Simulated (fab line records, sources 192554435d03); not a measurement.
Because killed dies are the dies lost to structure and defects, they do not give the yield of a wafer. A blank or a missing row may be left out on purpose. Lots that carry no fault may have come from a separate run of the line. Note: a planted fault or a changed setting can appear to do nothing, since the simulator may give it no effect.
Lot-split experiment ; flow n5 finfet ; 7 lots, 21 wafers read, on a route of 1938 steps

## ON THE SPLIT
At N5_BEOL_M5_COAT_60 (time 60 s, resist thk 12 nm), the setting spin rpm was moved away from the recipe's 1500 rpm on 9 of the 21 wafers read, by -9.5% to +9.7%. All remaining wafers had this setting at the recipe value.

## FROM THE SPLIT TO THE READING: what the file shows between them, 4 steps
- N5_BEOL_M5_COAT_71: time 60 s, resist thk 5 nm
- N5_BEOL_M5_COAT_05: resist thk 30 nm
- N5_BEOL_M5_DESCUM_16: chemistry O2, time 7 s
- N5_BEOL_M5_ETCH_72: etches underlayer in N2/H2, target depth 6.5 nm, time 5.2 s

## THE READING
etch.depth nm (the simulator's own value, which no gauge read), in nm, at N5_BEOL_M5_ETCH_61 (etches SiARC in CF4, target depth 15.6 nm, time 26 s). The file gives no usual value for it. Average 12.01 nm, standard deviation 0.023 nm, over the 12 wafers here run with the recipe.

wafer;tool, chamber at the split;spin rpm as run, rpm;against the recipe;etch.depth nm, nm;against lot-mates on the recipe
L075.1;litho track-01, 0;1500;recipe;12.04;-
L075.4;litho track-01, 0;1500;recipe;12.04;-
L075.6;litho track-01, 0;1500;recipe;12.01;-
L077.1;litho track-03, 0;1500;recipe;12;-
L077.4;litho track-03, 0;1500;recipe;11.99;-
L077.5;litho track-03, 0;1500;recipe;12.01;-
L084.2;litho track-02, 0;1500;recipe;12.01;-
L084.4;litho track-02, 0;1357;-9.5%;12.61;+0.60
L084.6;litho track-02, 0;1357;-9.5%;12.64;+0.63
L090.1;litho track-02, 0;1500;recipe;11.99;-
L090.4;litho track-02, 0;1412;-5.9%;12.37;+0.38
L090.5;litho track-02, 0;1412;-5.9%;12.37;+0.38
L092.2;litho track-01, 0;1564;+4.3%;11.76;-0.29
L092.3;litho track-01, 0;1564;+4.3%;11.79;-0.26
L092.5;litho track-01, 0;1500;recipe;12.05;-
L097.3;litho track-03, 0;1611;+7.4%;11.62;-0.40
L097.4;litho track-03, 0;1611;+7.4%;11.61;-0.41
L097.6;litho track-03, 0;1500;recipe;12.02;-
L095.2;litho track-01, 0;1500;recipe;11.97;-
L095.3;litho track-01, 0;1500;recipe;12.03;-
L095.6;litho track-01, 0;1646;+9.7%;11.46;-0.54

THE FIT
A straight line over all 21 wafers: etch.depth nm changes by -0.0594 nm for each +1% of spin rpm; r = -1.00; the points scatter about the line by 0.026 nm.
The same after taking each lot's own level away (the mean of its wafers on the recipe; 21 wafers): -0.0607 nm for each +1%; r = -1.00; scatter 0.025 nm.
That fit puts the effect of the largest move of spin rpm on the reading at 0.59 nm.
The span of the lots' own levels, 11.990 to 12.050 nm, comes to 2.6 times the standard deviation stated above.
So the lot-to-lot level changes the slope little: the two slopes agree.
Check: -0.592 nm against its lot-mates is what the line predicts for one of the wafers moved furthest among these (+9.7%) when that wafer is left out of the fit. It came out at -0.54 nm against them.

## FURTHER SPLITS ON THESE WAFERS
Other splits were also applied to these wafers ahead of the reading. Each is held against what the fit with the lots' levels taken away leaves over:
other split on the same wafers;wafers away from the commonest value;r with etch.depth nm (lot level and that fit taken away)
N5_BEOL_M4_TRENCH_ETCH_37 time s;11;+0.05
N5_BEOL_M5_PECVD_70 time s;7;-0.45

## THE WHOLE CHAIN: every reading that the file lists as answering this split, in the file's order
step;what it does;reading;change (the file's fit);r (the file's)
N5_BEOL_M5_COAT_60;time 60 s, resist thk 12 nm;SiARC_of_BEOL_M5_COAT_60.thk nm (the simulator's own value, which no gauge read);-0.0605 nm for each +1% of the setting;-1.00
N5_BEOL_M5_ETCH_61;etches SiARC in CF4, target depth 15.6 nm, time 26 s;etch.depth nm (the simulator's own value, which no gauge read);-0.06 nm for each +1% of the setting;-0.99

## THE FILE'S OWN FIT
etch.depth nm changes by -0.06 nm for each +1% of spin rpm, r = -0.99.
